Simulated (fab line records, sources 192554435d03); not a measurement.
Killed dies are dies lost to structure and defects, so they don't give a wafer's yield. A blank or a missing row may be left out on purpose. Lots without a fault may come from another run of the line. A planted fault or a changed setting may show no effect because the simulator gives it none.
Chamber matching | flow n5_finfet | N5_BEOL_M8_STRIP_19 on rie_diel-01: 4 sister chambers
The step strips in O2. 8 wafers are shown with their chamber, then 8 later ones without.

WAFERS WITH THEIR CHAMBER
wafer  | chamber | throttle_valve_pct (%) | showerhead_plenum_p_Torr (Torr)
L080.6 | 1       | 16.24                  | 2.16
L082.2 | 1       | 16.25                  | 2.16
L082.5 | 0       | 16.75                  | 2.24
L081.6 | 3       | 16.74                  | 2.07
L090.1 | 0       | 16.78                  | 2.23
L090.3 | 2       | 17.31                  | 2.19
L090.6 | 3       | 16.76                  | 2.06
L089.1 | 2       | 17.30                  | 2.19

WAFERS WITHOUT THEIR CHAMBER
wafer  | throttle_valve_pct (%) | showerhead_plenum_p_Torr (Torr)
L089.5 | 17.31                  | 2.19
L089.6 | 16.26                  | 2.16
L093.1 | 17.32                  | 2.19
L093.3 | 16.79                  | 2.23
L093.4 | 16.27                  | 2.15
L092.1 | 16.77                  | 2.06
L092.2 | 16.26                  | 2.15
L092.3 | 17.32                  | 2.18

WHICH CHAMBER EACH WENT THROUGH
wafer  | from the rows above | in truth
L089.5 | 2                   | 2
L089.6 | 1                   | 1
L093.1 | 2                   | 2
L093.3 | 0                   | 0
L093.4 | 1                   | 1
L092.1 | 3                   | 3
L092.2 | 1                   | 1
L092.3 | 2                   | 2
Placed correctly: 8 of 8. Can't be placed from these rows: 0. Placed wrongly: 0.
How it was worked out, from the rows above alone: a wafer's distance from a chamber is the root of the sum, over the readings, of the square of ((its reading less the chamber's mean) divided by the reading's scatter). The wafer belongs to the nearest chamber; if the next one is less than 2 further off, it can't be placed. A chamber's mean is the mean of its shown wafers. The scatter: the root of (the sum of the squares of (reading less its chamber's mean) over the shown wafers, divided by (wafers less chambers)).
